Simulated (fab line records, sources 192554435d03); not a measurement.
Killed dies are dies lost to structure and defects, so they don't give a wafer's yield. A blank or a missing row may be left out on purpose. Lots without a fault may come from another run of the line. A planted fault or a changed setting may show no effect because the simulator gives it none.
Which tool did it? | flow n5_finfet | 9 lots, 27 wafers sampled, at 2 steps of a route of 1938

WHAT THE GAUGES READ, wafer by wafer
N5_BEOL_M9_CD_MEAS_28: target cd 70 nm.
lot  | measured     | on        | cd_nm (nm)
L812 | day 11 15:46 | cd_sem-01 | 70.21 70.39 69.87
L811 | day 11 18:11 | cd_sem-02 | 69.94 69.93 70.18
L817 | day 12 19:28 | cd_sem-01 | 70.57 70.27 70.57
L815 | day 12 19:37 | cd_sem-01 | 70.41 70.43 70.12
L819 | day 13 13:15 | cd_sem-02 | 70.28 69.74 69.96
L825 | day 14 11:58 | cd_sem-01 | 70.11 71.88 70.58
L831 | day 16 10:27 | cd_sem-03 | 69.74 69.67 70.46
L832 | day 16 10:29 | cd_sem-01 | 69.78 70.00 70.00
L833 | day 17 05:49 | cd_sem-03 | 70.14 69.95 70.09

WHICH TOOL RAN EACH LOT (tool, then ch and the chambers of the sampled wafers, then the start)
lot  | N5_BEOL_M9_EXPOSE_25
L812 | euv_scanner-02 ch 0, day 11 15:38
L811 | euv_scanner-02 ch 0, day 11 18:04
L817 | euv_scanner-02 ch 0, day 12 19:20
L815 | euv_scanner-01 ch 0, day 12 19:29
L819 | euv_scanner-02 ch 0, day 13 13:07
L825 | euv_scanner-02 ch 0, day 14 11:50
L831 | euv_scanner-01 ch 0, day 16 10:19
L832 | euv_scanner-01 ch 0, day 16 10:22
L833 | euv_scanner-01 ch 0, day 17 05:41
- N5_BEOL_M9_EXPOSE_25: exposes mask V8.

THE ANSWER, worked out from the rows above alone
Rule: what is usual is taken from the lots themselves. Put in order of their means at a reading, lots are off if they are a third of the lots or fewer, leave a main group of 4 or more, and stand apart from it by a gap of 3 or more times the standard deviation of the main group's means; of several such gaps the widest counts. A main group whose means are all the same, to the digits that the tables above print for the reading, isn't used. A lot without any number at a reading at which 4 lots or more have one is off too. The other lots that the step has rows for count as sound.
No lot is off at any reading shown: from this, nothing can be told.

WHAT THE SIMULATOR HAD PUT IN
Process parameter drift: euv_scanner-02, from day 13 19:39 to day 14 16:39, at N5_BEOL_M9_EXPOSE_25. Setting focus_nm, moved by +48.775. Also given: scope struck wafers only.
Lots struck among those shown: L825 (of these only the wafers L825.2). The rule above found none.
